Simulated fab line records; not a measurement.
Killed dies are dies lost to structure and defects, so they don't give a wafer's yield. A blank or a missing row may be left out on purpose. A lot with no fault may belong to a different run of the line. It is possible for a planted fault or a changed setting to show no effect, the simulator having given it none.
Commonality check across tools -- flow nand_harc -- Lots sampled 7, wafers sampled 17

== WHY IT WAS OPENED ==
On 2 of the 7 lots, a flag is raised at NHARC_END_SORT_01 on the reading killed_at_other. No-fault wafers: 1.4, standard deviation 1.5.
Rule: a lot is flagged when every wafer of it that has a number lies more than 4 standard deviations from that mean, or none has a number. The other lots count as sound.

lot,measured,on,"killed_at_other, wafer by wafer",flag
L432,day 25 16:57,prober-01,2 3 1,
L433,day 26 08:28,prober-01,625 633 618,FLAGGED
L435,day 26 12:20,prober-02,615 609 625,FLAGGED
L444,day 31 09:17,prober-02,1 1 4,
L445,day 31 20:10,prober-01,0 1 0,
L450,day 33 03:58,prober-01,4,
L453,day 34 07:28,prober-02,0,
Averaged over the flagged lots the numbers come to 620.8, +619.4 from the usual (+99 or more standard deviations).

== WHICH TOOL EACH LOT WENT THROUGH ==
The record holds 4 process steps before the reading, out of a route of 1302 steps. In each cell: the tool, then ch and the chambers that the sampled wafers went through, then the start.
lot,flag,NHARC_THIN_TSV_DEP_47,NHARC_THIN_TSV_ETCHBACK_48,NHARC_THIN_TSV_ANNEAL_52,NHARC_THIN_TSV_PRE_CLEAN_54
L432,,"pecvd-04 ch 0,1, day 25 03:40","rie_diel-02 ch 1,3, day 25 04:01","rtp_anneal-02 ch 0, day 25 05:42","pvd_sputter-03, day 25 06:35"
L433,FLAGGED,"pecvd-04 ch 0,1,2, day 25 15:57","rie_diel-04 ch 0,1,3, day 25 16:25","rtp_anneal-01 ch 0, day 25 18:07","pvd_sputter-03, day 25 18:56"
L435,FLAGGED,"pecvd-04 ch 1,2, day 25 22:56","rie_diel-12 ch 0,3, day 25 23:20","rtp_anneal-02 ch 0, day 26 01:11","pvd_sputter-01, day 26 02:05"
L444,,"pecvd-02 ch 0,1,2, day 30 17:13","rie_diel-12 ch 0,2,3, day 30 17:34","rtp_anneal-02 ch 0, day 30 19:19","pvd_sputter-03, day 30 20:11"
L445,,"pecvd-01 ch 1,2, day 31 05:23","rie_diel-02 ch 0,1,3, day 31 05:47","rtp_anneal-02 ch 0, day 31 07:37","pvd_sputter-03, day 31 08:23"
L450,,"pecvd-02 ch 0,1, day 32 13:20","rie_diel-12 ch 0,1,2, day 32 13:41","rtp_anneal-02 ch 0, day 32 15:26","pvd_sputter-03, day 32 16:17"
L453,,"pecvd-04 ch 0,1, day 33 17:27","rie_diel-12 ch 0,1, day 33 17:48","rtp_anneal-01 ch 0, day 33 19:34","pvd_sputter-01, day 33 20:25"
What these steps do:
- NHARC_THIN_TSV_DEP_47: deposits SiO2, target thk 200 nm.
- NHARC_THIN_TSV_ETCHBACK_48: etches the open film in C4F8/Ar, target depth 1028.5 nm, time 405.17 s.
- NHARC_THIN_TSV_ANNEAL_52: time 90 s.
- NHARC_THIN_TSV_PRE_CLEAN_54: time 30 s.
- NHARC_END_SORT_01

== FLAGGED AGAINST TOTAL, ONE TOOL AT A TIME (gauges that did the reading follow at the end) ==
step,tool,lots run,flagged,share of the flagged lots,sound lots run after its first flagged lot
NHARC_THIN_TSV_DEP_47,pecvd-01,1,0,none,-
NHARC_THIN_TSV_DEP_47,pecvd-02,2,0,none,-
NHARC_THIN_TSV_DEP_47,pecvd-04,4,2,all,1 (L453)
NHARC_THIN_TSV_ETCHBACK_48,rie_diel-02,2,0,none,-
NHARC_THIN_TSV_ETCHBACK_48,rie_diel-04,1,1,some,0
NHARC_THIN_TSV_ETCHBACK_48,rie_diel-12,4,1,some,"3 (L444,L450,L453)"
NHARC_THIN_TSV_ANNEAL_52,rtp_anneal-01,2,1,some,1 (L453)
NHARC_THIN_TSV_ANNEAL_52,rtp_anneal-02,5,1,some,"3 (L444,L445,L450)"
NHARC_THIN_TSV_PRE_CLEAN_54,pvd_sputter-01,2,1,some,1 (L453)
NHARC_THIN_TSV_PRE_CLEAN_54,pvd_sputter-03,5,1,some,"3 (L444,L445,L450)"
NHARC_END_SORT_01,prober-01,4,1,some,"2 (L445,L450)"
NHARC_END_SORT_01,prober-02,3,1,some,"2 (L444,L453)"

== WHAT THE TABLE ALLOWS ==
All flagged lots share 1 row of the table, namely pecvd-04 at NHARC_THIN_TSV_DEP_47.
- pecvd-04 at NHARC_THIN_TSV_DEP_47: 2 of its 4 lots flagged. Sound lots ran on it after the first flagged one (L453), which a lasting fault on the whole tool wouldn't allow.
None of the table's rows ran every flagged lot and, after the first, no sound lot.

== WHAT THE SIMULATOR PUT IN ==
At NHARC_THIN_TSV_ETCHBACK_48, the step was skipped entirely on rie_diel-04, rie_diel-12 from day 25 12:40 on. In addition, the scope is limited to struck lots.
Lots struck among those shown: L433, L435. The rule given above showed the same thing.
